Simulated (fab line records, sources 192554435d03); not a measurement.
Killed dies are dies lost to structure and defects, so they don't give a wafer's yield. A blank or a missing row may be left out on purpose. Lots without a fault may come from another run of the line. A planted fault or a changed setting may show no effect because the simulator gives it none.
A struck lot beside a sound one | flow n5_finfet | 42 steps out of a route of 1938
Sound: wafers L546.1, L546.2, L546.4. Struck: wafers L556.4, L556.5. (L556.2 of the same lot was not struck and is left out.) The cause comes at the end.
At each step with rows: each side's tool, then ch and its chambers, then its first start. Under that, the readings that differ: sound wafers | struck wafers | difference of the means | sigmas: that difference in standard deviations of wafers without a fault.
alike: readings whose means differ by less than 2 such deviations, and words and numbers that are the same on both sides. not compared: withheld readings, readings that some wafer has no value for, bounds like >300 that may hide the same value, and numbers for which the record gives no deviation and whose values overlap.
The two part at a step that has a row with sigmas, a row that says differs or no value, or rows on one side only. Numbers that don't overlap but have no deviation are shown without sigmas and don't part them. A reading that every wafer of one side lacks parts them only if that side has two wafers or more.

first, 2 steps without rows for these wafers: N5_BEOL_M2_PRE_CLEAN_45 (time 30 s); N5_BEOL_M2_ALD_84 (deposits TaN, pulse time 2 s, purge time 3 s, co reactant purge time 2 s).
N5_BEOL_M2_SURFACE_TREAT_85:
  sound on pvd_sputter-01, day 7 06:59; struck on pvd_sputter-03, day 10 08:25
  not compared: throttle_valve_pct
then, 2 steps without rows for these wafers: N5_BEOL_M2_CVD_47 (deposits Co from CCTBA/H2, target thk 3 nm, time 223.8 s); N5_BEOL_M2_SPUTTER_48 (material Cu, target thk 4.5 nm, time 8.29 s).
N5_BEOL_M2_ANNEAL_49: time 240 s.
  sound on pvd_sputter-01, day 7 07:21; struck on pvd_sputter-02, day 10 08:46
  alike: heater_power_w
then, 6 steps without rows for these wafers: N5_BEOL_M2_SPUTTER_79 (material Cu, target thk 4.5 nm, time 8.29 s); N5_BEOL_M2_ANNEAL_80 (time 240 s); N5_BEOL_M2_SPUTTER_81 (material Cu, target thk 4.5 nm, time 8.29 s); N5_BEOL_M2_ANNEAL_82 (time 240 s); N5_BEOL_M2_SPUTTER_86 (material Cu, target thk 4.5 nm, time 8.29 s); N5_BEOL_M2_ANNEAL_87 (time 240 s).
N5_BEOL_M2_SPUTTER_88: material Cu, target thk 4.5 nm, time 8.29 s.
  sound on pvd_sputter-01, day 7 08:09; struck on pvd_sputter-02, day 10 09:34
  alike: chamber_pressure_pa, substrate_temp_c, throttle_valve_pct
N5_BEOL_M2_ANNEAL_89: time 240 s.
  sound on pvd_sputter-01, day 7 08:14; struck on pvd_sputter-02, day 10 09:39
  alike: heater_power_w
then, 5 steps without rows for these wafers: N5_BEOL_M2_SPUTTER_90 (material Cu, target thk 4.5 nm, time 8.29 s); N5_BEOL_M2_ANNEAL_91 (time 240 s); N5_BEOL_M2_SPUTTER_92 (material Cu, target thk 4.5 nm, time 8.29 s); N5_BEOL_M2_ANNEAL_93 (time 240 s); N5_BEOL_M2_SPUTTER_94 (material Cu, target thk 4.5 nm, time 8.29 s).
N5_BEOL_M2_ANNEAL_95: time 240 s.
  sound on pvd_sputter-01, day 7 08:53; struck on pvd_sputter-02, day 10 10:19
  alike: heater_power_w
then, 8 steps without rows for these wafers: N5_BEOL_M2_SPUTTER_96 (material Cu, target thk 4.5 nm, time 8.29 s); N5_BEOL_M2_ECD_50 (material Cu, target thk 300 nm); N5_BEOL_M2_ANNEAL_51 (time 90 s); N5_BEOL_M2_CMP_52 (polishes, stops on SiOC, t overpolish 6.8 s, target thk 40 nm); N5_BEOL_M2_PRE_CLEAN_60 (time 15 s); N5_BEOL_M2_CO_CAP_55 (material Co, precursor CCTBA/H2, target thk 2 nm, time 102.1 s); N5_BEOL_M2_PRE_CLEAN_56 (time 15 s); N5_BEOL_M2_DEP_57 (deposits SiCN from 3MS/NH3, target thk 8 nm, time 14 s).
N5_BEOL_M2_RS_MEAS_58: measures by four-point-probe.
  sound on film_metro-01, day 7 10:14; struck on film_metro-01, day 10 11:30
  alike: M2_RS
N5_BEOL_M2_INSPECT_59: inspects for defects (darkfield).
  sound on defect_inspect-01, day 7 10:16; struck on defect_inspect-01, day 10 11:32
  alike: raw_defect_count
N5_BEOL_M3_ILD_DEP_00: deposits SiOC from DEMS/O2, target thk 79 nm, time 15.3 s.
  sound on pecvd-04 ch 0,2, day 7 10:18; struck on pecvd-04 ch 0,1, day 10 11:34
  alike: heater_power_w, showerhead_plenum_p_Torr, throttle_valve_pct
N5_BEOL_M3_THK_MEAS_01:
  sound on film_metro-01, day 7 10:22; struck on film_metro-01, day 10 11:38
  alike: M3_ILD_THK
then, 9 steps without rows for these wafers: N5_BEOL_M3_PECVD_72 (deposits SiO2 from TEOS/O2, target thk 16 nm, time 18 s); N5_BEOL_M3_HM_DEP_02 (deposits TiN, target thk 20 nm); N5_BEOL_M3_COAT_61 (time 60 s, resist thk 60 nm); N5_BEOL_M3_COAT_62 (time 60 s, resist thk 12 nm); N5_BEOL_M3_COAT_73 (time 60 s, resist thk 5 nm); N5_BEOL_M3_COAT_05 (resist thk 30 nm); N5_BEOL_M3_EBR_07; N5_BEOL_M3_SOFTBAKE_06 (time 60 s); N5_BEOL_M3_EXPOSE_08 (exposes mask M3).
-- the record jumps here: 6 days lie between the struck wafers' starts before and after (it left off in module BEOL_M3 and takes up again in module PASSIVATION, whose first step shown is number 1936 of the route) --
N5_PASSIVATION_PROBE_49:
  sound on prober-02, day 14 01:53; struck on prober-02, day 16 22:05
  reading            | sound    | struck | difference | sigmas
  killed_at_M0_to_M3 | 24 21 15 | 50 64  | +37        | +4
  killed_on_rim      | 14 9 10  | 22 32  | +16        | +4
  alike: defect_limited_yield, killed_at_M4_up, killed_at_contacts, killed_at_front_end, killed_at_other, killed_dies, killed_open, killed_short, sort_bin_5_function, sort_bin_6_memory, sort_n_pass, sort_yield_pct

WHERE THEY PART
Only at N5_PASSIVATION_PROBE_49, within this record.

WHY: what the simulator had put in
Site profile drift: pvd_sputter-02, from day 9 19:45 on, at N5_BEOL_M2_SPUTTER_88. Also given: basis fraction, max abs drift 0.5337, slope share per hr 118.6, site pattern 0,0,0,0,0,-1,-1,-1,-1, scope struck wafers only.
